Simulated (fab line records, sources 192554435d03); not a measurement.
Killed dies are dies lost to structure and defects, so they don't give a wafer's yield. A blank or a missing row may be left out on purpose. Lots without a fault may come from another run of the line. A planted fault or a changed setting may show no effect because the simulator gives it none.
Chamber matching | flow n5_finfet | N5_FIN_SAQP_ETCH_34 on rie_diel-01: 4 sister chambers
The step etches SiO2 in C4F6/O2, target depth 45 nm, time 15 s. 14 wafers are shown with their chamber, then 7 later ones without.

WAFERS WITH THEIR CHAMBER
wafer  | chamber | showerhead_plenum_p_Torr (Torr) | throttle_valve_pct (%) | rf_vpp_V (V)
L074.3 | 0       | 2.98                            | 21.04                  | 674
L074.5 | 3       | 2.84                            | 20.96                  | 669
L074.6 | 0       | 2.98                            | 21.03                  | 674
L075.1 | 3       | 2.84                            | 20.98                  | 669
L075.2 | 1       | 2.73                            | 21.53                  | 659
L075.6 | 1       | 2.73                            | 21.54                  | 662
L076.4 | 3       | 2.84                            | 20.95                  | 669
L076.5 | 0       | 2.97                            | 21.04                  | 673
L076.6 | 3       | 2.84                            | 20.95                  | 669
L084.2 | 0       | 2.97                            | 21.05                  | 671
L084.3 | 3       | 2.83                            | 20.99                  | 668
L084.5 | 3       | 2.83                            | 20.98                  | 669
L090.1 | 1       | 2.72                            | 21.58                  | 659
L090.3 | 2       | 2.83                            | 21.16                  | 652

SIGNATURES (means of the wafers above)
reading                  | chamber 0 | chamber 1 | chamber 2 | chamber 3 | scatter within a chamber
showerhead_plenum_p_Torr | 2.9750    | 2.7267    | 2.8300    | 2.8367    | 0.00548
throttle_valve_pct       | 21.0400   | 21.5500   | 21.1600   | 20.9683   | 0.0176
rf_vpp_V                 | 673.00    | 660.00    | 652.00    | 668.83    | 1.13
Rule: a wafer's distance from a chamber is the root of the sum, over the readings, of the square of ((its reading less the chamber's mean) divided by the reading's scatter). The wafer belongs to the nearest chamber; if the next one is less than 2 further off, it can't be placed. The scatter: the root of (the sum of the squares of (reading less its chamber's mean) over the shown wafers, divided by (wafers less chambers)).

WAFERS WITHOUT THEIR CHAMBER
wafer  | showerhead_plenum_p_Torr (Torr) | throttle_valve_pct (%) | rf_vpp_V (V)
L090.4 | 2.96                            | 21.08                  | 672
L092.1 | 2.82                            | 21.00                  | 669
L092.4 | 2.72                            | 21.58                  | 661
L092.6 | 2.82                            | 20.99                  | 668
L093.1 | 2.82                            | 21.01                  | 669
L093.2 | 2.83                            | 21.18                  | 653
L093.4 | 2.72                            | 21.59                  | 662

WHICH CHAMBER EACH WENT THROUGH
wafer  | from the rows above | in truth
L090.4 | 0                   | 0
L092.1 | 3                   | 3
L092.4 | 1                   | 1
L092.6 | 3                   | 3
L093.1 | 3                   | 3
L093.2 | 2                   | 2
L093.4 | 1                   | 1
Placed correctly: 7 of 7. Can't be placed from these rows: 0. Placed wrongly: 0.
